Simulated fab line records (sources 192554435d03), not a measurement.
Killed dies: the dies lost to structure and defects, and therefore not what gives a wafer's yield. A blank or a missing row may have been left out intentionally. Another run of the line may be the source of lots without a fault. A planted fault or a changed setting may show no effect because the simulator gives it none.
Comparing a struck lot with a sound one | flow n5-finfet | 15 steps out of a route of 1938
Sound: wafers L587.3, L587.4, L587.5. Struck: wafer L595.5 (L595.1, L595.4, from the same lot, were not struck and are left out); the cause is given at the end.
For every step that has rows: the tool of each side, followed by ch and its chambers, followed by its first start. Under that, the readings that differ: sound wafers | struck wafers | difference of the means | sigmas: that difference in standard deviations of wafers without a fault.
alike: readings with means less than 2 such deviations apart, plus words and numbers identical on both sides. not compared: withheld readings, readings lacking a value on some wafer, bounds such as >300 that could conceal the same value, and numbers that have no deviation in the record and whose values overlap.
A row with sigmas, a row that says differs or no value, or rows on one side alone: a step with any of these is where the two part. Numbers that don't overlap but have no deviation are shown without sigmas and don't part them. Lack of a reading on every wafer of one side parts them only where that side has two or more wafers.

first, 6 steps without rows for these wafers: N5_BEOL_M2_COAT_05 (resist thk 30 nm); N5_BEOL_M2_EBR_07; N5_BEOL_M2_SOFTBAKE_06 (time 60 s); N5_BEOL_M2_EXPOSE_08 (exposes mask M2); N5_BEOL_M2_PEB_09 (peb time 60 s); N5_BEOL_M2_DEVELOP_10 (develop time 30 s).
N5_BEOL_M2_CD_MEAS_11: the cd target is 16.79 nm.
  sound on cd-sem-02 ch 0, day 8 22:38; struck on cd-sem-02 ch 0, day 11 01:55
  alike: cd-nm
N5_BEOL_M2_OVL_MEAS_12:
  sound on overlay-02 ch 0, day 8 22:40; struck on overlay-02 ch 0, day 11 01:57
  alike: M2_OVL
N5_BEOL_M2_INSPECT_13: inspects for defects (brightfield).
  sound on defect-inspect-01, day 8 22:43; struck on defect-inspect-02, day 11 02:01
  alike: raw-defect-count
N5_BEOL_M2_DESCUM_16: chemistry O2, time 7 s.
  sound on rie-diel-05 ch 1,2,3, day 8 22:50; struck on rie-diel-05 ch 2, day 11 02:02
  alike: drypump-motor-current-A, oes-product-au, rf-vpp-V, showerhead-plenum-p-Torr, throttle-valve-pct
  not compared: rf-hours-counter-h
N5_BEOL_M2_ETCH_74: etches underlayer in N2/H2, target depth 6.5 nm, time 5.2 s.
  sound on rie-diel-05 ch 1,2,3, day 8 22:52; struck on rie-diel-05 ch 2, day 11 02:05
  alike: bias-w, drypump-motor-current-A, etch-rf-on-time-s, oes-product-au, rf-vpp-V, showerhead-plenum-p-Torr, throttle-valve-pct
  not compared: rf-hours-counter-h
N5_BEOL_M2_ETCH_63: etches SiARC in CF4, target depth 15.6 nm, time 26 s.
  sound on rie-diel-05 ch 1,2,3, day 8 22:53; struck on rie-diel-05 ch 2, day 11 02:05
  alike: bias-w, drypump-motor-current-A, etch-rf-on-time-s, oes-product-au, rf-vpp-V, showerhead-plenum-p-Torr, throttle-valve-pct
  not compared: rf-hours-counter-h
N5_BEOL_M2_ETCH_64: etches SOC in N2/H2, target depth 75 nm, overetch 22.5 nm, time 121.9 s.
  sound on rie-diel-05 ch 1,2,3, day 8 22:55; struck on rie-diel-05 ch 2, day 11 02:07
  reading                                    | sound             | struck | difference | sigmas
  bias-w (W)                                 | 149.1 149.4 149.6 | 142.2  | -7.2       | -16
  rf-vpp-V (V)                               | 522.7 521.5 525.6 | 510.6  | -12.7      | -6
  model.SiARC_of_BEOL_M2_COAT_62.thk-nm (nm) | 6.4 6.2 6.4       | 6.8    | +0.5       |
  alike: drypump-motor-current-A, oes-product-au, showerhead-plenum-p-Torr, throttle-valve-pct
  not compared: rf-hours-counter-h
then, 1 step without rows for these wafers: N5_BEOL_M2_STRIP_65 (strips in N2/H2).
N5_BEOL_M4_RC_MEAS_101:
  sound on prober-01 ch 0, day 10 02:50; struck on prober-01 ch 0, day 12 09:22
  reading        | sound          | struck | difference | sigmas
  DIBL_N (mV/V)  | 39.5 37.6 37.3 | 33.5   | -4.6       | -3
  DIBL_P (mV/V)  | 39.7 38.1 38.0 | 32.8   | -5.8       | -3
  IOFF_N (nA/um) | 0.23 0.19 0.19 | 0.11   | -0.09      | -3
  IOFF_P (nA/um) | 0.26 0.24 0.25 | 0.13   | -0.12      | -3
  ION_P (uA/um)  | 458 464 461    | 444    | -17        | -2
  SS_N (mV/dec)  | 73.1 71.7 72.2 | 70.4   | -1.9       | -3
  VT_N (mV)      | 246 248 247    | 256    | +9         | +3
  VT_P (mV)      | -246 -248 -246 | -258   | -11        | -3
  alike: ION_N, SS_P

## WHERE THEY PART
Earliest at N5_BEOL_M2_ETCH_64; latest, in this record, at N5_BEOL_M4_RC_MEAS_101.

WHY: what the simulator had put in
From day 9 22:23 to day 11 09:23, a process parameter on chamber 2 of rie-diel-05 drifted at N5_BEOL_M2_ETCH_64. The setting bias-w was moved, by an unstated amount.
